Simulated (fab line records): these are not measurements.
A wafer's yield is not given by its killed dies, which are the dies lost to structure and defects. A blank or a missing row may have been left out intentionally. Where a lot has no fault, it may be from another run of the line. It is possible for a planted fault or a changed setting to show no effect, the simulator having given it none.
Matching of chambers | flow n5 finfet | 4 sister chambers for N5_BEOL_M0_ALD_136 on ald metal-04
The step deposits TaN, pulse time 2 s, purge time 3 s, co reactant purge time 2 s. 20 wafers are shown with their chamber, then 10 later ones without.

WAFERS WITH THEIR CHAMBER
wafer  | chamber | heater power w (W) | precursor vessel pressure torr (Torr) | precursor vessel temp c (C)
L077.2 | 0       | 434                | 26.26                                 | 74.86
L077.3 | 2       | 382                | 26.27                                 | 74.91
L077.5 | 0       | 441                | 26.26                                 | 75.14
L079.1 | 2       | 395                | 26.27                                 | 75.23
L079.2 | 0       | 427                | 26.13                                 | 74.74
L079.5 | 1       | 436                | 26.25                                 | 75.04
L082.1 | 0       | 427                | 26.26                                 | 75.08
L082.5 | 2       | 377                | 26.25                                 | 74.99
L082.6 | 3       | 383                | 26.28                                 | 74.95
L085.2 | 0       | 436                | 26.24                                 | 75.11
L085.3 | 2       | 396                | 26.27                                 | 74.95
L085.4 | 1       | 441                | 26.35                                 | 74.89
L088.1 | 0       | 426                | 26.18                                 | 75.08
L088.3 | 1       | 435                | 26.25                                 | 74.95
L088.5 | 2       | 383                | 26.16                                 | 75.13
L091.2 | 3       | 375                | 26.29                                 | 75.08
L091.3 | 1       | 432                | 26.32                                 | 74.91
L091.5 | 1       | 438                | 26.36                                 | 74.89
L094.2 | 0       | 433                | 26.30                                 | 74.92
L094.3 | 2       | 381                | 26.23                                 | 75.16

SIGNATURES, as means of the wafers listed above
reading                        | chamber 0 | chamber 1 | chamber 2 | chamber 3 | scatter within a chamber
heater power w                 | 432.00    | 436.40    | 385.67    | 379.00    | 6
precursor vessel pressure torr | 26.2329   | 26.3060   | 26.2417   | 26.2850   | 0.0505
precursor vessel temp c        | 74.9900   | 74.9360   | 75.0617   | 75.0150   | 0.124
Rule: for a wafer and a chamber, the distance is found by dividing, reading by reading, the gap between the wafer's reading and the chamber's mean by the reading's scatter, squaring, summing and taking the root. The wafer belongs to the nearest chamber; if the next one is less than 2 further off, it can't be placed. The scatter: take each reading less its chamber's mean, square it, sum over the shown wafers, divide by the number of wafers less the number of chambers, and take the root.

WAFERS WHOSE CHAMBER IS MISSING
wafer  | heater power w (W) | precursor vessel pressure torr (Torr) | precursor vessel temp c (C)
L094.4 | 383                | 26.21                                 | 74.94
L095.1 | 435                | 26.33                                 | 74.98
L095.3 | 380                | 26.23                                 | 75.04
L095.5 | 438                | 26.30                                 | 74.97
L096.1 | 437                | 26.31                                 | 75.17
L096.3 | 390                | 26.27                                 | 75.35
L096.5 | 429                | 26.22                                 | 74.80
L097.2 | 382                | 26.41                                 | 75.02
L097.3 | 396                | 26.31                                 | 75.19
L097.5 | 389                | 26.27                                 | 75.11

WHICH CHAMBER EACH ONE RAN IN
wafer  | from the rows above     | in truth
L094.4 | can't be placed: 2 or 3 | 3
L095.1 | can't be placed: 1 or 0 | 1
L095.3 | can't be placed: 2 or 3 | 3
L095.5 | can't be placed: 1 or 0 | 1
L096.1 | can't be placed: 1 or 0 | 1
L096.3 | can't be placed: 2 or 3 | 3
L096.5 | can't be placed: 0 or 1 | 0
L097.2 | can't be placed: 3 or 2 | 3
L097.3 | can't be placed: 2 or 3 | 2
L097.5 | can't be placed: 2 or 3 | 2
Correct placement for 0 of the 10. From these rows, 10 cannot be placed; in 10 the true chamber is one of the candidates. Number placed wrongly: 0.
